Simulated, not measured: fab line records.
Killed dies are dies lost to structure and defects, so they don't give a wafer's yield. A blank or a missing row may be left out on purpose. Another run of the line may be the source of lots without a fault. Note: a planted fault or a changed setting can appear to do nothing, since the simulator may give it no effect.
Matching of chambers :: flow n5-finfet :: N5_BEOL_M7_ILD_DEP_00 on pecvd-04: 3 sister chambers
The step deposits SiCOH lowk from DEMS/porogen, target thk 179.75 nm, time 33.4 s. 22 wafers are shown with their chamber, then 11 later ones without.

== EACH WAFER AND ITS CHAMBER ==
wafer: L074.1
chamber: 2
heater-power-w (W): 265
throttle-valve-pct (%): 13.7
heater-power-outer-w (W): 126

wafer: L074.4
chamber: 1
heater-power-w (W): 238
throttle-valve-pct (%): 13.8
heater-power-outer-w (W): 102

wafer: L074.5
chamber: 0
heater-power-w (W): 317
throttle-valve-pct (%): 14.0
heater-power-outer-w (W): 144

wafer: L077.2
chamber: 2
heater-power-w (W): 276
throttle-valve-pct (%): 13.5
heater-power-outer-w (W): 136

wafer: L077.5
chamber: 0
heater-power-w (W): 316
throttle-valve-pct (%): 14.2
heater-power-outer-w (W): 149

wafer: L077.6
chamber: 2
heater-power-w (W): 281
throttle-valve-pct (%): 13.7
heater-power-outer-w (W): 140

wafer: L076.1
chamber: 2
heater-power-w (W): 258
throttle-valve-pct (%): 13.6
heater-power-outer-w (W): 124

wafer: L076.4
chamber: 0
heater-power-w (W): 336
throttle-valve-pct (%): 14.1
heater-power-outer-w (W): 163

wafer: L076.5
chamber: 1
heater-power-w (W): 294
throttle-valve-pct (%): 13.7
heater-power-outer-w (W): 136

wafer: L080.2
chamber: 0
heater-power-w (W): 340
throttle-valve-pct (%): 14.0
heater-power-outer-w (W): 166

wafer: L080.3
chamber: 1
heater-power-w (W): 292
throttle-valve-pct (%): 13.9
heater-power-outer-w (W): 139

wafer: L080.4
chamber: 0
heater-power-w (W): 352
throttle-valve-pct (%): 14.0
heater-power-outer-w (W): 169

wafer: L078.1
chamber: 2
heater-power-w (W): 252
throttle-valve-pct (%): 13.8
heater-power-outer-w (W): 115

wafer: L078.3
chamber: 1
heater-power-w (W): 281
throttle-valve-pct (%): 14.0
heater-power-outer-w (W): 127

wafer: L078.4
chamber: 2
heater-power-w (W): 255
throttle-valve-pct (%): 13.6
heater-power-outer-w (W): 123

wafer: L085.1
chamber: 2
heater-power-w (W): 280
throttle-valve-pct (%): 13.8
heater-power-outer-w (W): 145

wafer: L085.5
chamber: 0
heater-power-w (W): 341
throttle-valve-pct (%): 14.0
heater-power-outer-w (W): 170

wafer: L085.6
chamber: 2
heater-power-w (W): 289
throttle-valve-pct (%): 13.8
heater-power-outer-w (W): 147

wafer: L089.1
chamber: 1
heater-power-w (W): 271
throttle-valve-pct (%): 14.0
heater-power-outer-w (W): 120

wafer: L089.5
chamber: 1
heater-power-w (W): 270
throttle-valve-pct (%): 13.9
heater-power-outer-w (W): 124

wafer: L089.6
chamber: 2
heater-power-w (W): 289
throttle-valve-pct (%): 13.8
heater-power-outer-w (W): 144

wafer: L095.2
chamber: 1
heater-power-w (W): 271
throttle-valve-pct (%): 14.0
heater-power-outer-w (W): 118

SIGNATURES (means of the wafers above)
reading: heater-power-w
chamber 0: 333.67
chamber 1: 273.86
chamber 2: 271.67
scatter within a chamber: 15.9

reading: throttle-valve-pct
chamber 0: 14.050
chamber 1: 13.900
chamber 2: 13.700
scatter within a chamber: 0.106

reading: heater-power-outer-w
chamber 0: 160.17
chamber 1: 123.71
chamber 2: 133.33
scatter within a chamber: 11.7
Rule: for each reading, subtract the chamber's mean from the wafer's reading, divide by that reading's scatter and square the result; add these up over the readings and take the root, which gives the wafer's distance from the chamber. If the next closest chamber is less than 2 further off than the closest, the wafer can't be placed; otherwise it belongs to the closest. How the scatter is found: for the shown wafers, subtract from each reading the mean of its chamber, square and add these, divide the total by (wafers less chambers), then take the root.

== WAFERS WITHOUT THEIR CHAMBER ==
wafer: L095.3
heater-power-w (W): 228
throttle-valve-pct (%): 13.8
heater-power-outer-w (W): 104

wafer: L095.6
heater-power-w (W): 283
throttle-valve-pct (%): 14.0
heater-power-outer-w (W): 128

wafer: L092.3
heater-power-w (W): 284
throttle-valve-pct (%): 14.0
heater-power-outer-w (W): 122

wafer: L092.4
heater-power-w (W): 291
throttle-valve-pct (%): 13.8
heater-power-outer-w (W): 124

wafer: L092.5
heater-power-w (W): 261
throttle-valve-pct (%): 14.2
heater-power-outer-w (W): 115

wafer: L094.1
heater-power-w (W): 241
throttle-valve-pct (%): 13.7
heater-power-outer-w (W): 114

wafer: L094.2
heater-power-w (W): 267
throttle-valve-pct (%): 14.0
heater-power-outer-w (W): 117

wafer: L094.5
heater-power-w (W): 267
throttle-valve-pct (%): 14.1
heater-power-outer-w (W): 120

wafer: L097.1
heater-power-w (W): 270
throttle-valve-pct (%): 13.9
heater-power-outer-w (W): 126

wafer: L097.3
heater-power-w (W): 348
throttle-valve-pct (%): 13.9
heater-power-outer-w (W): 166

wafer: L097.4
heater-power-w (W): 280
throttle-valve-pct (%): 13.6
heater-power-outer-w (W): 130

== WHICH CHAMBER EACH ONE RAN IN ==
wafer: L095.3
from the rows above: can't be placed: 1 or 2
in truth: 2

wafer: L095.6
from the rows above: can't be placed: 1 or 2
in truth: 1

wafer: L092.3
from the rows above: can't be placed: 1 or 2
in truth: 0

wafer: L092.4
from the rows above: can't be placed: 1 or 2
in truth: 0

wafer: L092.5
from the rows above: can't be placed: 1 or 2
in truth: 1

wafer: L094.1
from the rows above: can't be placed: 2 or 1
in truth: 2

wafer: L094.2
from the rows above: can't be placed: 1 or 2
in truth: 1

wafer: L094.5
from the rows above: can't be placed: 1 or 2
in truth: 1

wafer: L097.1
from the rows above: can't be placed: 1 or 2
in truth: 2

wafer: L097.3
from the rows above: 0
in truth: 0

wafer: L097.4
from the rows above: can't be placed: 2 or 1
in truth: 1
Placed correctly: 1 of 11. Unplaceable from these rows: 10, with the true chamber sitting among the candidates in 8. Number placed wrongly: 0.
